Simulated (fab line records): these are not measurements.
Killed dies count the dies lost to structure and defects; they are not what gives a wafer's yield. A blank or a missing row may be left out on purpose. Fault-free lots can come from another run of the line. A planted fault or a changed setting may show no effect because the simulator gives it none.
Chamber matching -- flow nand harc -- 4 sister chambers for NHARC_A_STAIRCASE_TRIM_220 on rie diel-07
The step chemistry O2, time 211.2 s. 4 wafers are shown with their chamber, then 7 later ones without.

## WAFERS WITH THEIR CHAMBER
wafer,chamber,showerhead plenum p Torr (Torr)
L084.1,3,3.49
L086.6,0,3.76
L088.2,2,3.55
L088.3,1,3.50

## WAFERS WITHOUT THEIR CHAMBER
wafer,showerhead plenum p Torr (Torr)
L088.6,3.49
L090.4,3.54
L090.5,3.48
L090.6,3.75
L092.4,3.49
L092.5,3.48
L092.6,3.75

## THE CHAMBER EACH PASSED THROUGH
wafer,from the rows above,in truth
L088.6,can't be placed: 3 or 1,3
L090.4,2,2
L090.5,can't be placed: 3 or 1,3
L090.6,0,0
L092.4,can't be placed: 3 or 1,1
L092.5,can't be placed: 3 or 1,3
L092.6,0,0
Correct placement for 3 of the 7. From these rows, 4 cannot be placed; in 4 the true chamber is one of the candidates. Wrongly placed: 0.
How it was worked out, from the rows above alone: a wafer's distance from a chamber is the root of the sum, over the readings, of the square of ((its reading less the chamber's mean) divided by the reading's scatter). If the next closest chamber is less than 2 further off than the closest, the wafer can't be placed; otherwise it belongs to the closest. A chamber's mean is the mean of its shown wafers. The scatter: with one shown wafer a chamber, the root of the mean of the squares of how far each hidden wafer lies from its nearest shown one.
